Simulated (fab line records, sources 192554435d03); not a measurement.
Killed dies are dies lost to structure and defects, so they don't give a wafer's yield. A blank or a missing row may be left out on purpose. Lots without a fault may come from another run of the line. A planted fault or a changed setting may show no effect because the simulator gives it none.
Which tool did it? | flow n5_finfet | 9 lots, 23 wafers sampled, at 6 steps of a route of 1938

WHAT THE GAUGES READ, wafer by wafer
N5_SDB_INSPECT_13: inspects for defects (brightfield). Usual: raw_defect_count 80, standard deviation 37.
lot  | measured    | on                | raw_defect_count | flag
L470 | day 4 04:26 | defect_inspect-02 | 66 81 96         |
L471 | day 4 10:40 | defect_inspect-01 | 46 38 57         |
L477 | day 6 00:07 | defect_inspect-02 | 106 64           |
L479 | day 6 14:28 | defect_inspect-01 | 90 65            |
L481 | day 7 00:10 | defect_inspect-02 | 91 87            |
L482 | day 7 09:26 | defect_inspect-02 | 201 144 65       |
L484 | day 8 01:48 | defect_inspect-02 | 86 98            |
L485 | day 8 04:02 | defect_inspect-01 | 86 154 108       |
L491 | day 9 10:17 | defect_inspect-02 | 69 57 63         |

N5_HKMG_FIN_THK_MEAS_70: measures by xrf. Usual: HK_THK 1.580 nm, standard deviation 0.022.
lot  | measured    | on            | HK_THK (nm)       | flag
L470 | day 4 12:49 | film_metro-02 | 1.612 1.582 1.592 |
L471 | day 4 18:41 | film_metro-01 | 1.593 1.570 1.580 |
L477 | day 6 08:19 | film_metro-02 | 1.356 1.575       | OFF
L479 | day 6 22:38 | film_metro-02 | 1.393 1.310       | OFF
L481 | day 7 08:37 | film_metro-01 | 1.365 1.586       | OFF
L482 | day 7 18:35 | film_metro-01 | 1.628 1.563 1.575 |
L484 | day 8 09:55 | film_metro-01 | 1.592 1.596       |
L485 | day 8 12:13 | film_metro-01 | 1.567 1.566 1.583 |
L491 | day 9 20:02 | film_metro-02 | 1.565 1.591 1.591 |

N5_BEOL_M4_RC_MEAS_101. Usual: DIBL_N 36.2 mV/V, standard deviation 2.4; DIBL_P 36.2 mV/V, standard deviation 2.6; EOT_N 10.53, standard deviation 0.11; EOT_P 10.48, standard deviation 0.11; IGATE_N 0.0125 nA/um, standard deviation 0.0023; IGATE_P 0.0037 nA/um, standard deviation 0.00067; IOFF_N 0.16 nA/um, standard deviation 0.045; IOFF_P 0.21 nA/um, standard deviation 0.046; ION_N 674 uA/um, standard deviation 17; ION_P 463 uA/um, standard deviation 11; SS_N 71.5 mV/dec, standard deviation 0.77; SS_P 73.1 mV/dec, standard deviation 0.76; VT_N 250 mV, standard deviation 3.9; VT_P -250 mV, standard deviation 3.9.
lot  | measured     | on        | DIBL_N (mV/V)  | DIBL_P (mV/V)  | EOT_N             | EOT_P             | IGATE_N (nA/um)      | IGATE_P (nA/um)      | IOFF_N (nA/um) | IOFF_P (nA/um) | ION_N (uA/um) | ION_P (uA/um) | SS_N (mV/dec)  | SS_P (mV/dec)  | VT_N (mV)   | VT_P (mV)      | flag
L470 | day 7 21:52  | prober-01 | 34.6 32.8 31.4 | 37.3 36.1 34.6 | 10.58 10.43 10.48 | 10.42 10.45 10.37 | 0.0115 0.0137 0.0136 | 0.0034 0.0041 0.0041 | 0.13 0.12 0.10 | 0.16 0.15 0.14 | 646 677 658   | 439 470 457   | 71.7 71.7 70.6 | 73.4 72.2 72.7 | 258 253 255 | -258 -257 -258 |
L471 | day 8 10:56  | prober-01 | 36.5 37.6 35.0 | 38.4 38.5 35.3 | 10.55 10.44 10.64 | 10.50 10.44 10.51 | 0.0112 0.0155 0.0106 | 0.0033 0.0046 0.0032 | 0.18 0.20 0.13 | 0.25 0.26 0.19 | 678 701 649   | 464 476 453   | 71.1 71.8 70.9 | 73.2 73.6 72.6 | 247 245 255 | -246 -246 -250 |
L477 | day 11 03:59 | prober-01 | 38.7 40.4      | 39.4 40.8      | 10.03 10.38       | 10.02 10.41       | 0.0622 0.0164        | 0.0178 0.0046        | 0.21 0.25      | 0.23 0.26      | 682 720       | 455 485       | 71.7 71.9      | 74.8 74.6      | 248 244     | -250 -249      | OFF
L479 | day 11 08:01 | prober-01 | 33.0 34.0      | 33.0 33.9      | 10.04 10.08       | 10.07 10.04       | 0.0616 0.0605        | 0.0188 0.0184        | 0.11 0.12      | 0.18 0.18      | 676 673       | 476 472       | 70.5 70.1      | 72.1 72.6      | 254 254     | -250 -248      | OFF
L481 | day 11 12:05 | prober-01 | 36.0 35.0      | 34.5 33.6      | 10.07 10.55       | 9.89 10.48        | 0.0678 0.0122        | 0.0197 0.0036        | 0.18 0.14      | 0.22 0.21      | 682 681       | 470 476       | 72.5 71.0      | 73.5 73.0      | 246 251     | -248 -251      | OFF
L482 | day 11 14:35 | prober-01 | 39.9 36.7 36.6 | 39.5 35.6 35.2 | 10.76 10.65 10.46 | 10.61 10.52 10.40 | 0.0071 0.0118 0.0129 | 0.0021 0.0036 0.0040 | 0.23 0.16 0.16 | 0.33 0.24 0.24 | 676 674 696   | 469 469 476   | 73.1 71.7 71.7 | 74.4 73.7 73.8 | 246 250 250 | -244 -247 -246 |
L484 | day 11 19:11 | prober-02 | 34.9 38.4      | 33.0 36.2      | 10.66 10.83       | 10.65 10.76       | 0.0091 0.0080        | 0.0028 0.0024        | 0.13 0.19      | 0.20 0.26      | 682 638       | 473 453       | 71.2 72.1      | 72.7 73.6      | 251 248     | -248 -246      |
L485 | day 12 12:38 | prober-02 | 37.7 38.0 38.6 | 38.1 37.1 38.9 | 10.53 10.47 10.61 | 10.50 10.47 10.52 | 0.0138 0.0131 0.0119 | 0.0042 0.0040 0.0036 | 0.20 0.19 0.20 | 0.25 0.23 0.26 | 704 680 692   | 477 468 468   | 71.0 71.1 72.1 | 74.4 73.9 73.7 | 247 249 247 | -249 -250 -247 |
L491 | day 14 07:34 | prober-01 | 33.8 38.3 32.8 | 34.0 38.9 33.3 | 10.61 10.52 10.44 | 10.59 10.57 10.42 | 0.0101 0.0116 0.0132 | 0.0030 0.0034 0.0039 | 0.13 0.21 0.12 | 0.21 0.28 0.19 | 661 687 688   | 458 475 477   | 71.6 71.9 72.0 | 72.5 73.3 71.6 | 253 247 253 | -248 -245 -250 |

WHICH TOOL RAN EACH LOT (tool, then ch and the chambers of the sampled wafers, then the start)
lot  | N5_SDB_STRIP_21                   | N5_SDB_STRIP_22                     | N5_HKMG_FIN_HK_ALD_01
L470 | rie_diel-03 ch 2,3, day 4 04:55   | plasma_asher-02 ch 0,1, day 4 05:02 | ald_hk-02 ch 1,2,3, day 4 09:14
L471 | rie_diel-03 ch 0,1,2, day 4 10:57 | plasma_asher-02 ch 0,1, day 4 11:05 | ald_hk-02 ch 1,2, day 4 15:14
L477 | rie_diel-03 ch 0,3, day 6 00:21   | plasma_asher-02 ch 0,1, day 6 00:35 | ald_hk-02 ch 0,1, day 6 04:47
L479 | rie_diel-05 ch 0,1, day 6 14:45   | plasma_asher-02 ch 0, day 6 14:53   | ald_hk-02 ch 0,2, day 6 19:02
L481 | rie_diel-04 ch 0,3, day 7 00:25   | plasma_asher-01 ch 0,1, day 7 00:35 | ald_hk-02 ch 0,3, day 7 05:15
L482 | rie_diel-03 ch 1,3, day 7 09:43   | plasma_asher-01 ch 0,1, day 7 09:51 | ald_hk-01 ch 0,2,3, day 7 14:43
L484 | rie_diel-05 ch 2,3, day 8 02:02   | plasma_asher-01 ch 0,1, day 8 02:08 | ald_hk-01 ch 3, day 8 06:28
L485 | rie_diel-04 ch 1,3, day 8 04:26   | plasma_asher-02 ch 1, day 8 04:34   | ald_hk-03 ch 1,2, day 8 08:42
L491 | rie_diel-05 ch 2,3, day 9 10:32   | plasma_asher-02 ch 0,1, day 9 10:38 | ald_hk-01 ch 0,1,3, day 9 15:43
- N5_SDB_STRIP_21: strips in CF4.
- N5_SDB_STRIP_22: strips in N2/H2.
- N5_HKMG_FIN_HK_ALD_01: deposits HfO2, target thk 1.6 nm, pulse time 3 s, purge time 3 s.

WHAT THE TOOLS THEMSELVES READ (means of the sampled wafers that have a number; where no wafer has one, the mark that the record gives instead)
N5_SDB_STRIP_21. Usual: drypump_motor_current_A 5.7 A, standard deviation 0.31; oes_product_au 0.80 a.u., standard deviation 0.089; rf_vpp_V 271.3 V, standard deviation 1.6; showerhead_plenum_p_Torr 1.80 Torr, standard deviation 0.058; throttle_valve_pct 13.52 %, standard deviation 0.21.
lot  | tool        | drypump_motor_current_A (A) | oes_product_au (a.u.) | rf_vpp_V (V) | showerhead_plenum_p_Torr (Torr) | throttle_valve_pct (%) | flag
L470 | rie_diel-03 | 5.6                         | 0.89                  | 272.7        | 1.85                            | 13.43                  |
L471 | rie_diel-03 | 5.9                         | 0.74                  | 272.6        | 1.83                            | 13.84                  |
L477 | rie_diel-03 | 5.5                         | 0.76                  | 272.9        | 1.83                            | 13.57                  |
L479 | rie_diel-05 | 5.5                         | 0.75                  | 271.0        | 1.83                            | 13.46                  |
L481 | rie_diel-04 | 5.8                         | 0.80                  | 270.6        | 1.71                            | 13.46                  |
L482 | rie_diel-03 | 5.5                         | 0.86                  | 271.6        | 1.80                            | 13.44                  |
L484 | rie_diel-05 | 6.0                         | 0.82                  | 271.8        | 1.81                            | 13.52                  |
L485 | rie_diel-04 | 6.1                         | 0.82                  | 270.2        | 1.73                            | 13.36                  |
L491 | rie_diel-05 | 6.0                         | 0.82                  | 271.9        | 1.81                            | 13.44                  |

N5_SDB_STRIP_22. Usual: drypump_motor_current_A 5.5 A, standard deviation 0.59; heater_power_w 325 W, standard deviation 14; oes_product_au 0.715 a.u., standard deviation 0.005; strip_time_to_endpoint_s 96.3 s, standard deviation 0.5.
lot  | tool            | drypump_motor_current_A (A) | heater_power_w (W) | oes_product_au (a.u.) | strip_time_to_endpoint_s (s) | flag
L470 | plasma_asher-02 | 5.3                         | 323                | 0.719                 | 96.6                         |
L471 | plasma_asher-02 | 5.3                         | 316                | 0.716                 | 96.5                         |
L477 | plasma_asher-02 | 5.2                         | 316                | 0.722                 | 96.6                         |
L479 | plasma_asher-02 | 5.4                         | 319                | 0.718                 | 95.9                         |
L481 | plasma_asher-01 | 5.9                         | 340                | 0.713                 | 96.0                         |
L482 | plasma_asher-01 | 5.6                         | 346                | 0.713                 | 96.5                         |
L484 | plasma_asher-01 | 5.8                         | 341                | 0.710                 | 95.7                         |
L485 | plasma_asher-02 | 5.1                         | 306                | 0.717                 | 96.2                         |
L491 | plasma_asher-02 | 5.2                         | 318                | 0.712                 | 95.7                         |

N5_HKMG_FIN_HK_ALD_01. Usual: precursor_pulse_height_rel 1.001, standard deviation 0.02.
lot  | tool      | precursor_pulse_height_rel | flag
L470 | ald_hk-02 | 0.997                      |
L471 | ald_hk-02 | 0.996                      |
L477 | ald_hk-02 | 0.987                      |
L479 | ald_hk-02 | 1.027                      |
L481 | ald_hk-02 | 1.008                      |
L482 | ald_hk-01 | 1.003                      |
L484 | ald_hk-01 | 0.994                      |
L485 | ald_hk-03 | 0.989                      |
L491 | ald_hk-01 | 1.018                      |

THE ANSWER, worked out from the rows above alone
Rule: a lot is off if the mean of its wafers that have a number lies more than 3 standard deviations from the usual mean. A lot without any number at a reading at which 4 lots or more have one is off too. The other lots that the step has rows for count as sound. The gauges are gone through in route order, then the tools' own readings, and for those a lot's mean is taken as printed above. The first step at which some lot is off is used, and at that step the reading that is off furthest; a lot without a number counts as furthest.
Off: L477, L479, L481, at N5_HKMG_FIN_THK_MEAS_70 (HK_THK).
A tool fits if, at a process step before that reading, it ran every lot that is off, and no sound lot after the first of them. The gauges at N5_HKMG_FIN_THK_MEAS_70 aren't tried: what is off there is off at N5_BEOL_M4_RC_MEAS_101 too, on other tools, and a gauge's error can't cause that. One fits: ald_hk-02 at N5_HKMG_FIN_HK_ALD_01. Its last sound lot is L471 (day 4 15:14), its first lot that is off L477 (day 6 04:47): a fault that began between those two fits.

WHAT THE SIMULATOR HAD PUT IN
Process parameter drift: ald_hk-02, from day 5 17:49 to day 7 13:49, at N5_HKMG_FIN_HK_ALD_01. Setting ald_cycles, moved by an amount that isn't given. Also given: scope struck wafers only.
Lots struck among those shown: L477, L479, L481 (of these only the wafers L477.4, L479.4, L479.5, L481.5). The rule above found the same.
